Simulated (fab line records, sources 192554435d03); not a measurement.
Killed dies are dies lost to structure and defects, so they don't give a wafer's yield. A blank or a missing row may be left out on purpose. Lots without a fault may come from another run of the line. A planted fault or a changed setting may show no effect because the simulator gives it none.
fab line records | flow n5_finfet
record lots=5 wafers=15 last_day=19
route steps=1938 shown TV_OPEN@1891 PAD_METAL@1893 PASSIVATION@1897
lots that met no fault: from a run of the same line without faults
start_h: hours from the record's first day to the start of the lot's first wafer shown | wait_h: hours since the lot's step before | " the same as in the row above | L1.1+2: a row that stands for several wafers | - no value, or no start given | * or withheld: withheld | < > ~ a bound
route shown NAME@n: a module of which the file shows steps, and the number in the route of the first | usual: mean/standard deviation of fault-free wafers | same: alike in all rows | chamber/n: place in a boat | sites: the reading at each site | _std_site: their standard deviation | _edge_site: outer sites' mean less inner sites' | radius_mm: how far each site lies from the wafer's centre | mask NAME#n: copy n | behind: the tool/chamber that last shaped the wafer | hold: why the lot was held/for how many hours/how that ended | device: the transistor (n, p or np) that didn't switch | end of line: the same wafers' tests at the end of the route | a step without rows: its recipe alone | killed: dies lost to structure and defects at the first sort, not the wafer's yield | map: a wafer's dies, x killed, . not, _ none there
set.NAME: the setting as run; set.NAME@STEP: as run at that earlier step | model.NAME: the simulator's own value behind a step, which no gauge read
lots at some steps of the route; a table a step, a row a wafer
services: from which hour (start_h, from the record's first day; less than 0 if before it) a tool's chamber was out of use, for how many hours, and why
## steps
# step N5_PASSIVATION_STRIP_73
# recipe chemistry=post_etch_residue_remover time_s=60 temp_c=25 remover_ph=withheld remover_water_wt_pct=withheld remover_fluoride_wt_pct=withheld
# columns lot.wafer tool chamber start_h wait_h
L076.1+3+4 wet_bench-02 5,4,3 370.97 -
L074.1+2+6 wet_bench-05 0,5,6 377.88 -
L084.2+4+6 wet_bench-03 6,3,1 429.48 -
L089.3+4+6 wet_bench-02 3,5,1 444.35 -
L090.1+4+5 wet_bench-02 0,3,4 450.20 -
# step N5_PASSIVATION_SRD_17
# recipe time_s=30 temp_c=23 rinse_liquid=diw dry=n2_spin spin_rpm=1500 dry_time_s=30
# columns lot.wafer tool chamber start_h wait_h
L076.1+3+4 wet_bench-02 5,4,3 370.99 0.0
L074.1+2+6 wet_bench-05 0,5,6 377.90 0.0
L084.2+4+6 wet_bench-03 6,3,1 429.50 0.0
L089.3+4+6 wet_bench-02 3,5,1 444.37 0.0
L090.1+4+5 wet_bench-02 0,3,4 450.22 0.0
# step N5_PASSIVATION_DEGAS_18
# recipe ambient=vacuum temp_c=300 time_s=60
# usual heater_power_w=460/67
# columns lot.wafer tool chamber start_h wait_h heater_power_w
L076.1 pvd_sputter-03 - 371.65 0.6 498
L076.3 " - " " 430
L076.4 " - " " 428
L074.1 pvd_sputter-01 - 378.62 0.7 440
L074.2 " - " " 572
L074.6 " - " " 392
L084.2 pvd_sputter-03 - 429.58 0.1 546
L084.4 " - " " 429
L084.6 " - " " 544
L089.3 pvd_sputter-01 - 444.64 0.3 551
L089.4 " - " " 425
L089.6 " - " " 389
L090.1 pvd_sputter-02 - 450.90 0.7 435
L090.4 " - " " 395
L090.5 " - " " 568
# step N5_PASSIVATION_PRE_CLEAN_19
# recipe gas=H2/He time_s=* temp_c=*
# usual heater_power_w=460/66
# columns lot.wafer tool chamber start_h wait_h heater_power_w
L076.1 pvd_sputter-03 - 371.69 0.0 489
L076.3 " - " " 437
L076.4 " - " " 422
L074.1 pvd_sputter-01 - 378.66 0.0 437
L074.2 " - " " 552
L074.6 " - " " 390
L084.2 pvd_sputter-03 - 429.62 0.0 553
L084.4 " - " " 440
L084.6 " - " " 549
L089.3 pvd_sputter-01 - 444.68 0.0 573
L089.4 " - " " 435
L089.6 " - " " 382
L090.1 pvd_sputter-02 - 450.94 0.0 430
L090.4 " - " " 385
L090.5 " - " " 575
# step N5_PASSIVATION_SPUTTER_20
# recipe material=TaN target_thk_a=500 temp_c=25 chamber_pressure_pa=0.4
# usual throttle_valve_pct=30.3/1.2
# columns lot.wafer tool chamber start_h wait_h throttle_valve_pct
L076.1 pvd_sputter-03 - 371.73 0.0 31.9
L076.3 " - " " 29.0
L076.4 " - " " 28.4
L074.1 pvd_sputter-01 - 378.70 0.0 29.0
L074.2 " - " " 31.9
L074.6 " - " " 30.2
L084.2 pvd_sputter-03 - 429.66 0.0 29.9
L084.4 " - " " 28.7
L084.6 " - " " 29.9
L089.3 pvd_sputter-01 - 444.72 0.0 31.8
L089.4 " - " " 31.6
L089.6 " - " " 30.2
L090.1 pvd_sputter-02 - 450.98 0.0 30.5
L090.4 " - " " 29.0
L090.5 " - " " 30.7
# step N5_PASSIVATION_AL_DEP_21
# recipe material=Al target_thk_a=28000 temp_c=400 time_s=170 power_w=30000 chamber_pressure_pa=0.4 gas=Ar
# usual throttle_valve_pct=30.3/1.2
# columns lot.wafer tool chamber start_h wait_h throttle_valve_pct
L076.1 pvd_sputter-03 - 371.83 0.1 32.1
L076.3 " - " " 29.0
L076.4 " - " " 28.6
L074.1 pvd_sputter-01 - 378.80 0.1 28.5
L074.2 " - " " 31.9
L074.6 " - " " 30.1
L084.2 pvd_sputter-03 - 429.76 0.1 30.0
L084.4 " - " " 29.1
L084.6 " - " " 30.3
L089.3 pvd_sputter-01 - 444.82 0.1 31.6
L089.4 " - " " 32.0
L089.6 " - " " 29.9
L090.1 pvd_sputter-02 - 451.08 0.1 30.5
L090.4 " - " " 28.8
L090.5 " - " " 30.7
# step N5_PASSIVATION_HMDS_23
# recipe time_s=60 temp_c=120
# columns lot.wafer tool chamber start_h wait_h
L076.1+3+4 litho_track-04 0 372.02 0.1
L074.1+2+6 litho_track-04 0 378.98 0.1
L084.2+4+6 litho_track-03 0 429.95 0.1
L089.3+4+6 litho_track-01 0 445.01 0.1
L090.1+4+5 litho_track-01 0 451.26 0.1
# step N5_PASSIVATION_COAT_24
# recipe spin_rpm=3000 resist_thk_nm=withheld
# columns lot.wafer tool chamber start_h wait_h
L076.1+3+4 litho_track-04 0 - -
L074.1+2+6 litho_track-04 0 - -
L084.2+4+6 litho_track-03 0 - -
L089.3+4+6 litho_track-01 0 - -
L090.1+4+5 litho_track-01 0 - -
# step N5_PASSIVATION_EBR_26
# recipe solvent=PGMEA ebr_width_mm=1.5
# columns lot.wafer tool chamber start_h wait_h
L076.1+3+4 litho_track-04 0 - -
L074.1+2+6 litho_track-04 0 - -
L084.2+4+6 litho_track-03 0 - -
L089.3+4+6 litho_track-01 0 - -
L090.1+4+5 litho_track-01 0 - -
# step N5_PASSIVATION_SOFTBAKE_25
# recipe temp_c=100 time_s=90
# columns lot.wafer tool chamber start_h wait_h
L076.1+3+4 litho_track-04 0 - -
L074.1+2+6 litho_track-04 0 - -
L084.2+4+6 litho_track-03 0 - -
L089.3+4+6 litho_track-01 0 - -
L090.1+4+5 litho_track-01 0 - -
# step N5_PASSIVATION_EXPOSE_27
# recipe mask_id=PAD na=0.55 source_shape=conventional sigma_outer=0.8 polarization=unpolarized defocus_nm=0 dose_mj=32.3
# columns lot.wafer tool chamber start_h wait_h mask
L076.1+3+4 krf_scanner-01 0 372.25 - PAD#0
L074.1+2+6 krf_scanner-02 0 379.22 - PAD#0
L084.2+4+6 krf_scanner-01 0 430.20 - PAD#0
L089.3+4+6 krf_scanner-01 0 445.13 - PAD#0
L090.1+4+5 krf_scanner-01 0 451.50 - PAD#0
# step N5_PASSIVATION_PEB_28
# recipe peb_temp_c=withheld peb_time_s=*
# same peb_time_s=*
# columns lot.wafer tool chamber start_h wait_h
L076.1+3+4 litho_track-03 0 372.31 0.1
L074.1+2+6 litho_track-03 0 379.27 0.1
L084.2+4+6 litho_track-01 0 430.26 0.0
L089.3+4+6 litho_track-04 0 445.17 0.0
L090.1+4+5 litho_track-04 0 451.55 0.1
# step N5_PASSIVATION_DEVELOP_29
# recipe develop_time_s=60 rinse_liquid=diw dry=air_spin dev_temp_c=21
# columns lot.wafer tool chamber start_h wait_h
L076.1+3+4 litho_track-03 0 - -
L074.1+2+6 litho_track-03 0 - -
L084.2+4+6 litho_track-01 0 - -
L089.3+4+6 litho_track-04 0 - -
L090.1+4+5 litho_track-04 0 - -
# step N5_PASSIVATION_HARDBAKE_31
# recipe temp_c=130 time_s=120
# columns lot.wafer tool chamber start_h wait_h
L076.1+3+4 litho_track-03 0 - -
L074.1+2+6 litho_track-03 0 - -
L084.2+4+6 litho_track-01 0 - -
L089.3+4+6 litho_track-04 0 - -
L090.1+4+5 litho_track-04 0 - -
# step N5_PASSIVATION_CD_MEAS_30
# recipe target_cd_nm=4000 landing_energy_ev=500 detector=se_inlens polarity=opening
# usual cd_nm=4001/3.3
# columns lot.wafer tool chamber start_h wait_h cd_nm
L076.1 cd_sem-03 0 372.42 - 4004
L076.3 " 0 " " 4000
L076.4 " 0 " " 3996
L074.1 cd_sem-03 0 379.39 - 4002
L074.2 " 0 " " 3999
L074.6 " 0 " " 4004
L084.2 cd_sem-03 0 430.38 - 3996
L084.4 " 0 " " 3998
L084.6 " 0 " " 3996
L089.3 cd_sem-01 0 445.29 - 4002
L089.4 " 0 " " 4005
L089.6 " 0 " " 4001
L090.1 cd_sem-01 0 451.67 - 4003
L090.4 " 0 " " 4006
L090.5 " 0 " " 4003
# step N5_PASSIVATION_OVL_MEAS_63
# recipe points_per_wafer=44
# usual PAD_OVL=1/4.5
# columns lot.wafer tool chamber start_h wait_h PAD_OVL[nm]
L076.1 overlay-02 0 372.46 0.0 -1
L076.3 " 0 " " -1
L076.4 " 0 " " 2
L074.1 overlay-01 0 379.42 0.0 -3
L074.2 " 0 " " -1
L074.6 " 0 " " 3
L084.2 overlay-02 0 430.40 0.0 1
L084.4 " 0 " " 0
L084.6 " 0 " " -3
L089.3 overlay-01 0 445.32 0.0 6
L089.4 " 0 " " 2
L089.6 " 0 " " 2
L090.1 overlay-02 0 451.70 0.0 6
L090.4 " 0 " " 1
L090.5 " 0 " " 2
# step N5_PASSIVATION_INSPECT_64
# recipe mode=adi inspect_instrument=macro
# usual raw_defect_count=2.1/1.4
# columns lot.wafer tool chamber start_h wait_h raw_defect_count
L076.1 defect_inspect-01 - 372.48 0.0 2
L076.3 " - " " 2
L076.4 " - " " 0
L074.1 defect_inspect-02 - 379.45 0.0 4
L074.2 " - " " 2
L074.6 " - " " 3
L084.2 defect_inspect-02 - 430.43 0.0 1
L084.4 " - " " 2
L084.6 " - " " 2
L089.3 defect_inspect-02 - 445.34 0.0 5
L089.4 " - " " 0
L089.6 " - " " 3
L090.1 defect_inspect-01 - 451.73 0.0 1
L090.4 " - " " 4
L090.5 " - " " 2
# step N5_PASSIVATION_DESCUM_32
# recipe chemistry=O2 time_s=7.9 source_power_w=50 bias_power_w=20 pressure_mtorr=20 rf_frequency_hz=2.712e+07 temp_c=40 o2_flow_sccm=225
# usual bias_power_w=20.01/0.064 chamber_pressure_mTorr=20.001/0.019 drypump_motor_current_A=5.9/0.43 oes_product_au=0.80/0.07 rf_fwd_power_W=49.63/0.19 rf_vpp_V=243.6/1.3 showerhead_plenum_p_Torr=2.12/0.065 throttle_valve_pct=20.36/0.22
# columns lot.wafer tool chamber start_h wait_h bias_power_w chamber_pressure_mTorr drypump_motor_current_A oes_product_au rf_fwd_power_W rf_hours_counter_h rf_vpp_V showerhead_plenum_p_Torr throttle_valve_pct
L076.1 rie_diel-04 0 372.51 0.0 20.01 20.028 5.1 0.87 49.48 41 242.4 2.04 20.35
L076.3 " 1 " " 19.98 20.004 6.3 0.86 49.41 76 242.8 2.13 20.53
L076.4 " 2 " " 19.99 20.034 5.7 0.74 49.53 167 243.5 2.06 20.25
L074.1 rie_diel-04 0 379.80 0.4 19.95 20.005 5.1 0.87 49.60 44 242.5 2.04 20.36
L074.2 " 2 " " 19.98 20.016 5.7 0.73 49.38 170 243.1 2.06 20.23
L074.6 " 1 " " 20.04 20.024 6.3 0.86 49.44 - 243.8 2.13 20.53
L084.2 rie_diel-04 3 430.80 0.4 19.93 19.983 5.7 0.88 49.75 43 243.8 2.12 20.16
L084.4 " 2 " " 20.05 19.996 5.7 0.71 49.23 188 244.1 2.05 20.27
L084.6 " 3 " " 19.99 20.026 5.7 0.88 49.67 - 245.6 2.12 20.15
L089.3 rie_diel-01 0 445.38 0.0 19.99 19.984 6.2 0.72 50.09 189 244.1 2.16 20.44
L089.4 " 2 " " 19.93 19.992 5.5 0.89 49.72 31 242.3 2.03 19.98
L089.6 " 1 " " 20.01 20.026 5.9 0.82 50.19 - 242.1 2.05 20.68
L090.1 rie_diel-01 2 451.76 0.0 19.97 20.004 5.5 0.88 49.34 34 243.3 2.03 19.99
L090.4 " 1 " " 20.10 19.999 5.9 0.82 49.65 79 242.5 2.05 20.69
L090.5 " 0 " " 20.09 19.953 6.2 0.72 49.85 - 243.9 2.16 20.44
# step N5_PASSIVATION_AL_ETCH_33
# recipe chemistry=Cl2/BCl3 target_depth_a=28000 over_etch_frac=0.15 Cl2_flow_sccm=180 bcl3_flow_sccm=60 target=Al stop_on=TaN time_s=466.7 ion_energy_ev=100 pressure_mtorr=10 icp_w=900 bias_w=100
# usual chamber_pressure_mTorr=10.001/0.009 drypump_motor_current_A=5.8/0.47 oes_product_au=0.73/0.087 rf_fwd_power_W=898.4/2.4 throttle_valve_pct=34.1/0.63
# columns lot.wafer tool chamber start_h wait_h chamber_pressure_mTorr drypump_motor_current_A oes_product_au rf_fwd_power_W rf_hours_counter_h throttle_valve_pct
L076.1 rie_metal-03 1 372.60 0.1 9.995 6.5 0.82 899.7 9 33.8
L076.3 " 1 " " 9.994 6.5 0.83 899.6 - 33.7
L076.4 " 0 " " 9.986 5.7 0.70 900.6 - 34.2
L074.1 rie_metal-01 0 379.89 0.1 9.986 6.4 0.69 899.5 49 33.2
L074.2 " 1 " " 9.998 6.3 0.61 896.2 99 34.3
L074.6 " 0 " " 9.999 6.4 0.69 897.1 - 33.3
L084.2 rie_metal-02 1 430.89 0.1 10.016 5.4 0.80 899.1 8 35.0
L084.4 " 0 " " 10.010 5.4 0.65 900.2 - 34.1
L084.6 " 1 " " 9.993 5.4 0.80 890.4 - 35.0
L089.3 rie_metal-03 1 445.79 0.4 9.994 6.5 0.78 900.4 - 33.8
L089.4 " 0 " " 9.993 5.7 0.67 896.7 - 34.2
L089.6 " 1 " " 10.004 6.5 0.79 899.1 - 33.8
L090.1 rie_metal-03 1 451.86 0.1 9.998 6.6 0.79 900.5 14 33.8
L090.4 " 1 " " 9.989 6.5 0.78 897.6 - 33.8
L090.5 " 0 " " 10.004 5.7 0.68 899.2 - 34.2
# step N5_PASSIVATION_ETCH_59
# recipe chemistry=Cl2/BCl3 target=TaN target_depth_a=650 time_s=34.9 ion_energy_ev=100 pressure_mtorr=10 icp_w=900 bias_w=100 Cl2_flow_sccm=60 bcl3_flow_sccm=30
# usual chamber_pressure_mTorr=10.001/0.01 drypump_motor_current_A=5.8/0.46 oes_product_au=0.82/0.1 rf_fwd_power_W=895.4/2.9 throttle_valve_pct=21.0/0.45
# columns lot.wafer tool chamber start_h wait_h chamber_pressure_mTorr drypump_motor_current_A oes_product_au rf_fwd_power_W rf_hours_counter_h throttle_valve_pct
L076.1 rie_metal-03 1 373.00 0.3 9.993 6.5 0.95 894.3 9 20.6
L076.3 " 1 " " 10.005 6.5 0.95 893.5 - 20.6
L076.4 " 0 " " 10.016 5.7 0.76 893.2 - 21.1
L074.1 rie_metal-01 0 380.29 0.3 9.984 6.4 0.74 899.1 50 20.4
L074.2 " 1 " " 10.000 6.3 0.70 891.5 99 21.0
L074.6 " 0 " " 9.993 6.4 0.74 898.4 - 20.5
L084.2 rie_metal-02 1 431.29 0.3 9.993 5.4 0.88 891.5 8 21.6
L084.4 " 0 " " 9.996 5.4 0.72 900.1 - 21.0
L084.6 " 1 " " 9.998 5.4 0.87 896.6 - 21.6
L089.3 rie_metal-03 1 446.09 0.2 10.004 6.5 0.92 889.2 - 20.6
L089.4 " 0 " " 10.013 5.7 0.75 899.0 - 21.1
L089.6 " 1 " " 9.989 6.5 0.93 892.1 - 20.6
L090.1 rie_metal-03 1 452.26 0.3 10.009 6.5 0.91 890.3 14 20.7
L090.4 " 1 " " 9.997 6.5 0.92 890.3 - 20.6
L090.5 " 0 " " 10.002 5.7 0.75 894.9 - 21.1
# step N5_PASSIVATION_STRIP_34
# recipe chemistry=O2 power_w=600 temp_c=60 pressure_mtorr=30 rf_frequency_hz=6e+07 bias_power_w=0 overash_fraction=2 o2_flow_sccm=225
# usual chamber_pressure_mTorr=30.01/0.082 drypump_motor_current_A=5.9/0.43 oes_product_au=0.82/0.077 rf_vpp_V=3.8/1.5 showerhead_plenum_p_Torr=2.10/0.059 throttle_valve_pct=16.58/0.19
# same bias_power_w=0
# columns lot.wafer tool chamber start_h wait_h chamber_pressure_mTorr drypump_motor_current_A oes_product_au rf_hours_counter_h rf_vpp_V showerhead_plenum_p_Torr throttle_valve_pct
L076.1 rie_diel-05 3 373.13 0.1 30.05 6.7 0.79 99 2.5 2.23 16.71
L076.3 " 0 " " 30.02 5.7 0.75 129 2.4 2.19 16.46
L076.4 " 2 " " 29.84 5.8 0.79 121 1.7 2.08 16.42
L074.1 rie_diel-04 0 380.41 0.1 30.13 5.1 0.87 44 3.7 2.05 16.64
L074.2 " 3 " " 30.05 5.7 0.91 26 1.5 2.13 16.39
L074.6 " 2 " " 29.96 5.7 0.73 - 2.9 2.06 16.48
L084.2 rie_diel-05 3 431.41 0.1 30.01 6.7 0.77 119 3.1 2.22 16.73
L084.4 " 2 " " 29.98 5.7 0.75 141 3.4 2.07 16.51
L084.6 " 1 " " 30.14 6.2 0.78 - 6.5 2.20 16.90
L089.3 rie_diel-01 1 446.18 0.1 29.95 6.0 0.82 77 2.5 2.06 16.77
L089.4 " 0 " " 30.07 6.2 0.70 189 7.0 2.17 16.70
L089.6 " 3 " " 30.06 6.4 0.97 - 2.5 2.07 16.33
L090.1 rie_diel-01 3 452.38 0.1 29.88 6.4 0.96 14 4.9 2.07 16.28
L090.4 " 2 " " 30.03 5.5 0.90 34 4.7 2.04 16.20
L090.5 " 3 " " 29.93 6.4 0.95 - 4.3 2.07 16.33
# step N5_PASSIVATION_STRIP_51
# recipe chemistry=post_etch_residue_remover time_s=1200 temp_c=72.5
# columns lot.wafer tool chamber start_h wait_h
L076.1+3+4 wet_bench-04 1,4,6 373.20 -
L074.1+2+6 wet_bench-04 1,3,0 380.48 -
L084.2+4+6 wet_bench-01 2,5,3 431.48 -
L089.3+4+6 wet_bench-06 4,6,1 446.25 -
L090.1+4+5 wet_bench-06 4,3,0 452.45 -
# step N5_PASSIVATION_CLEAN_69
# recipe chemistry=IPA time_s=180 temp_c=25
# columns lot.wafer tool chamber start_h wait_h
L076.1+3+4 wet_bench-04 1,4,6 373.53 0.0
L074.1+2+6 wet_bench-04 1,3,0 380.81 0.0
L084.2+4+6 wet_bench-01 2,5,3 431.81 0.0
L089.3+4+6 wet_bench-06 4,6,1 446.59 0.0
L090.1+4+5 wet_bench-06 4,3,0 452.78 0.0
# step N5_PASSIVATION_SRD_70
# recipe dry=ipa_marangoni time_s=30 temp_c=23 rinse_liquid=diw
# columns lot.wafer tool chamber start_h wait_h
L076.1+3+4 wet_bench-04 1,4,6 373.58 0.0
L074.1+2+6 wet_bench-04 1,3,0 380.87 0.0
L084.2+4+6 wet_bench-01 2,5,3 431.86 0.0
L089.3+4+6 wet_bench-06 4,6,1 446.64 0.0
L090.1+4+5 wet_bench-06 4,3,0 452.84 0.0
# step N5_PASSIVATION_PECVD_53
# recipe material=SiO2 target_thk_a=8000 temp_c=400 precursor=TEOS/O2 pressure_torr=6.5 rf_w=withheld teos_flow_sccm=withheld gas=O2 flow_sccm=2650 time_s=169.4
# columns lot.wafer tool chamber start_h wait_h
L076.1+3+4 pecvd-03 2,1,1 373.63 0.0
L074.1+2+6 pecvd-01 1,2,1 380.92 0.0
L084.2+4+6 pecvd-04 0,0,2 431.91 0.0
L089.3+4+6 pecvd-04 1,2,0 446.68 0.0
L090.1+4+5 pecvd-01 2,0,1 452.88 0.0
# step N5_PASSIVATION_PECVD_35
# recipe material=SiNx target_thk_a=7000 temp_c=400 precursor=SiH4/NH3/N2 pressure_torr=4.9 rf_w=1406 time_s=151.3
# usual heater_power_w=350/140 rf_fwd_power_W=1400/4.7 showerhead_plenum_p_Torr=8.69/0.081 throttle_valve_pct=29.3/1.4
# columns lot.wafer tool chamber start_h wait_h heater_power_w rf_fwd_power_W showerhead_plenum_p_Torr throttle_valve_pct
L076.1 pecvd-03 2 373.74 0.1 466 1400 8.82 28.0
L076.3 " 1 " " 277 1404 8.62 30.8
L076.4 " 1 " " 296 1406 8.64 30.8
L074.1 pecvd-01 1 381.03 0.1 475 1397 8.80 28.1
L074.2 " 2 " " 216 1397 8.74 27.4
L074.6 " 1 " " 327 1391 8.78 27.8
L084.2 pecvd-04 0 432.02 0.1 694 1402 8.62 29.8
L084.4 " 0 " " 512 1398 8.60 30.0
L084.6 " 2 " " 557 1396 8.69 27.8
L089.3 pecvd-04 1 446.80 0.1 390 1400 8.53 30.7
L089.4 " 2 " " 562 1393 8.72 27.8
L089.6 " 0 " " 671 1401 8.63 29.9
L090.1 pecvd-01 2 452.99 0.1 180 1405 8.78 27.8
L090.4 " 0 " " 343 1397 8.64 31.0
L090.5 " 1 " " 388 1398 8.80 27.7
# step N5_PASSIVATION_HMDS_37
# recipe time_s=60 temp_c=120
# columns lot.wafer tool chamber start_h wait_h
L076.1+3+4 litho_track-01 0 373.88 0.1
L074.1+2+6 litho_track-03 0 381.16 0.1
L084.2+4+6 litho_track-01 0 432.16 0.1
L089.3+4+6 litho_track-04 0 446.93 0.1
L090.1+4+5 litho_track-03 0 453.13 0.1
# step N5_PASSIVATION_COAT_38
# recipe spin_rpm=3000 resist_thk_nm=withheld
# columns lot.wafer tool chamber start_h wait_h
L076.1+3+4 litho_track-01 0 - -
L074.1+2+6 litho_track-03 0 - -
L084.2+4+6 litho_track-01 0 - -
L089.3+4+6 litho_track-04 0 - -
L090.1+4+5 litho_track-03 0 - -
# step N5_PASSIVATION_EBR_40
# recipe solvent=PGMEA ebr_width_mm=1.5
# columns lot.wafer tool chamber start_h wait_h
L076.1+3+4 litho_track-01 0 - -
L074.1+2+6 litho_track-03 0 - -
L084.2+4+6 litho_track-01 0 - -
L089.3+4+6 litho_track-04 0 - -
L090.1+4+5 litho_track-03 0 - -
# step N5_PASSIVATION_SOFTBAKE_39
# recipe temp_c=110 time_s=120
# columns lot.wafer tool chamber start_h wait_h
L076.1+3+4 litho_track-01 0 - -
L074.1+2+6 litho_track-03 0 - -
L084.2+4+6 litho_track-01 0 - -
L089.3+4+6 litho_track-04 0 - -
L090.1+4+5 litho_track-03 0 - -
# step N5_PASSIVATION_EXPOSE_41
# recipe mask_id=PASS_OPEN na=0.55 defocus_nm=0 source_shape=conventional sigma_outer=0.8 polarization=unpolarized target_cd_nm=40000 dose_mj=57.25
# columns lot.wafer tool chamber start_h wait_h mask
L076.1+3+4 krf_scanner-01 0 374.12 - PASS_OPEN#0
L074.1+2+6 krf_scanner-01 0 381.28 - PASS_OPEN#0
L084.2+4+6 krf_scanner-01 0 432.41 - PASS_OPEN#0
L089.3+4+6 krf_scanner-01 0 447.06 - PASS_OPEN#0
L090.1+4+5 krf_scanner-01 0 453.37 - PASS_OPEN#0
# step N5_PASSIVATION_PEB_42
# recipe peb_temp_c=withheld peb_time_s=*
# same peb_time_s=*
# columns lot.wafer tool chamber start_h wait_h
L076.1+3+4 litho_track-01 0 374.18 0.1
L074.1+2+6 litho_track-03 0 381.34 0.1
L084.2+4+6 litho_track-04 0 432.46 0.0
L089.3+4+6 litho_track-04 0 447.11 0.0
L090.1+4+5 litho_track-03 0 453.43 0.1
# step N5_PASSIVATION_DEVELOP_43
# recipe develop_time_s=60 rinse_liquid=diw dry=air_spin dev_temp_c=21
# columns lot.wafer tool chamber start_h wait_h
L076.1+3+4 litho_track-01 0 - -
L074.1+2+6 litho_track-03 0 - -
L084.2+4+6 litho_track-04 0 - -
L089.3+4+6 litho_track-04 0 - -
L090.1+4+5 litho_track-03 0 - -
# step N5_PASSIVATION_HARDBAKE_45
# recipe temp_c=130 time_s=120
# columns lot.wafer tool chamber start_h wait_h
L076.1+3+4 litho_track-01 0 - -
L074.1+2+6 litho_track-03 0 - -
L084.2+4+6 litho_track-04 0 - -
L089.3+4+6 litho_track-04 0 - -
L090.1+4+5 litho_track-03 0 - -
# step N5_PASSIVATION_CD_MEAS_44
# recipe target_cd_nm=40000 landing_energy_ev=500 detector=se_inlens
# usual cd_nm=39995/4.5
# columns lot.wafer tool chamber start_h wait_h cd_nm
L076.1 cd_sem-01 0 374.30 - 39990
L076.3 " 0 " " 39997
L076.4 " 0 " " 39997
L074.1 cd_sem-01 0 381.46 - 39993
L074.2 " 0 " " 39994
L074.6 " 0 " " 39987
L084.2 cd_sem-03 0 432.58 - 39997
L084.4 " 0 " " 39996
L084.6 " 0 " " 39999
L089.3 cd_sem-03 0 447.23 - 39992
L089.4 " 0 " " 40005
L089.6 " 0 " " 40004
L090.1 cd_sem-03 0 453.55 - 40005
L090.4 " 0 " " 39995
L090.5 " 0 " " 40000
# step N5_PASSIVATION_OVL_MEAS_66
# recipe points_per_wafer=44
# usual PASS_OPEN_OVL=6/6.2
# columns lot.wafer tool chamber start_h wait_h PASS_OPEN_OVL[nm]
L076.1 overlay-02 0 374.33 0.0 3
L076.3 " 0 " " -1
L076.4 " 0 " " 5
L074.1 overlay-02 0 381.49 0.0 11
L074.2 " 0 " " 7
L074.6 " 0 " " 2
L084.2 overlay-02 0 432.61 0.0 14
L084.4 " 0 " " 11
L084.6 " 0 " " 8
L089.3 overlay-02 0 447.28 0.0 4
L089.4 " 0 " " 13
L089.6 " 0 " " 6
L090.1 overlay-01 0 453.58 0.0 5
L090.4 " 0 " " 4
L090.5 " 0 " " 9
# step N5_PASSIVATION_INSPECT_67
# recipe mode=adi inspect_instrument=macro
# usual raw_defect_count=1.9/1.6
# columns lot.wafer tool chamber start_h wait_h raw_defect_count
L076.1 defect_inspect-01 - 374.35 0.0 0
L076.3 " - " " 0
L076.4 " - " " 1
L074.1 defect_inspect-02 - 381.53 0.0 8
L074.2 " - " " 1
L074.6 " - " " 4
L084.2 defect_inspect-01 - 432.63 0.0 2
L084.4 " - " " 3
L084.6 " - " " 3
L089.3 defect_inspect-02 - 447.30 0.0 5
L089.4 " - " " 4
L089.6 " - " " 1
L090.1 defect_inspect-01 - 453.61 0.0 3
L090.4 " - " " 3
L090.5 " - " " 1
# step N5_PASSIVATION_DESCUM_46
# recipe chemistry=O2 time_s=7.9 source_power_w=50 bias_power_w=20 pressure_mtorr=20 rf_frequency_hz=2.712e+07 temp_c=40 o2_flow_sccm=225
# usual bias_power_w=19.99/0.057 chamber_pressure_mTorr=19.998/0.02 drypump_motor_current_A=5.9/0.43 oes_product_au=0.80/0.067 rf_fwd_power_W=49.32/0.25 rf_vpp_V=243.5/1.2 showerhead_plenum_p_Torr=2.11/0.063 throttle_valve_pct=20.38/0.2
# columns lot.wafer tool chamber start_h wait_h bias_power_w chamber_pressure_mTorr drypump_motor_current_A oes_product_au rf_fwd_power_W rf_hours_counter_h rf_vpp_V showerhead_plenum_p_Torr throttle_valve_pct
L076.1 rie_diel-04 1 374.39 0.0 19.97 20.012 6.3 0.85 49.24 76 243.5 2.13 20.54
L076.3 " 2 " " 20.00 19.978 5.7 0.74 49.11 167 242.6 2.06 20.23
L076.4 " 3 " " 19.88 19.981 5.6 0.91 49.79 23 244.6 2.13 20.13
L074.1 rie_diel-01 2 381.74 0.2 20.04 19.979 5.6 0.97 49.35 3 243.6 2.04 19.93
L074.2 " 0 " " 20.03 20.018 6.2 0.75 49.45 161 245.4 2.17 20.40
L074.6 " 2 " " 19.93 20.010 5.5 0.97 49.45 - 242.4 2.04 19.94
L084.2 rie_diel-04 2 432.67 0.0 19.99 20.001 5.7 0.71 49.03 189 242.4 2.05 20.27
L084.4 " 1 " " 19.97 20.019 6.3 0.83 49.61 97 243.8 2.12 20.55
L084.6 " 1 " " 19.86 20.009 6.3 0.84 49.22 - 242.7 2.12 20.55
L089.3 rie_diel-04 1 447.34 0.0 20.05 20.017 6.3 0.82 49.10 103 243.9 2.12 20.56
L089.4 " 2 " " 19.94 20.000 5.7 0.72 48.94 194 243.1 2.05 20.28
L089.6 " 3 " " 19.91 20.004 5.6 0.88 49.68 - 243.3 2.12 20.19
L090.1 rie_diel-04 3 453.87 0.3 19.99 20.001 5.6 0.86 49.50 52 243.4 2.12 20.16
L090.4 " 2 " " 20.02 19.984 5.7 0.70 49.09 196 243.3 2.05 20.28
L090.5 " 3 " " 19.98 19.984 5.6 0.87 49.31 - 244.0 2.12 20.18
## services
# columns tool chamber start_h hours kind
krf_scanner-01 - 354.11 1.0 pm
rie_diel-01 2 354.43 - clean
rie_diel-01 2 354.43 - consumable_replace:focus_ring
rie_diel-01 2 354.43 23.2 scheduled_down
krf_scanner-01 0 356.32 - calibration
rie_diel-05 0 359.21 8.0 repair
pecvd-04 - 364.73 5.5 pm
wet_bench-01 - 370.85 1.7 repair
pecvd-01 - 371.26 1.8 repair
rie_metal-01 - 373.24 0.2 repair
rie_metal-03 - 375.18 14.6 pm
krf_scanner-01 - 378.50 1.3 pm
krf_scanner-02 - 385.11 1.0 pm
krf_scanner-02 - 405.08 0.3 repair
pvd_sputter-02 - 409.67 7.3 repair
rie_diel-05 - 410.63 0.9 repair
pecvd-04 0 414.13 6.0 repair
pecvd-01 - 415.89 5.5 pm
krf_scanner-02 - 418.84 0.8 pm
pvd_sputter-01 - 426.95 3.4 repair
krf_scanner-02 - 431.92 1.3 pm
rie_diel-01 3 432.33 4.8 repair
pecvd-03 2 444.22 19.8 repair
rie_diel-05 1 452.35 1.3 repair
## key
fault none
